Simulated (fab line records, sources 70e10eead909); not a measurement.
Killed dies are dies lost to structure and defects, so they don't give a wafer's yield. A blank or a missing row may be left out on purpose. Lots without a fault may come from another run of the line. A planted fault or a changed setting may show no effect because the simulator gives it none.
Chamber matching | flow nand_harc | NHARC_A_SLIT_ETCH_24 on rie_diel-11: 4 sister chambers
The step etches the open film in CF4/CHF3, target depth 121 nm, time 60.5 s. 4 wafers are shown with their chamber, then 7 later ones without.

WAFERS WITH THEIR CHAMBER
wafer  | chamber | drypump_motor_current_A (A)
L076.1 | 3       | 4.7
L079.2 | 0       | 6.4
L086.1 | 1       | 5.8
L086.4 | 2       | 6.1

WAFERS WITHOUT THEIR CHAMBER
wafer  | drypump_motor_current_A (A)
L086.5 | 4.7
L093.1 | 6.1
L093.3 | 6.3
L093.4 | 4.7
L097.4 | 4.7
L097.5 | 5.7
L097.6 | 6.4

WHICH CHAMBER EACH WENT THROUGH
wafer  | from the rows above     | in truth
L086.5 | 3                       | 3
L093.1 | 2                       | 2
L093.3 | can't be placed: 0 or 2 | 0
L093.4 | 3                       | 3
L097.4 | 3                       | 3
L097.5 | 1                       | 1
L097.6 | 0                       | 0
Placed correctly: 6 of 7. Can't be placed from these rows: 1 (the true chamber is among the candidates in 1). Placed wrongly: 0.
How it was worked out, from the rows above alone: a wafer's distance from a chamber is the root of the sum, over the readings, of the square of ((its reading less the chamber's mean) divided by the reading's scatter). The wafer belongs to the nearest chamber; if the next one is less than 2 further off, it can't be placed. A chamber's mean is the mean of its shown wafers. The scatter: with one shown wafer a chamber, the root of the mean of the squares of how far each hidden wafer lies from its nearest shown one.
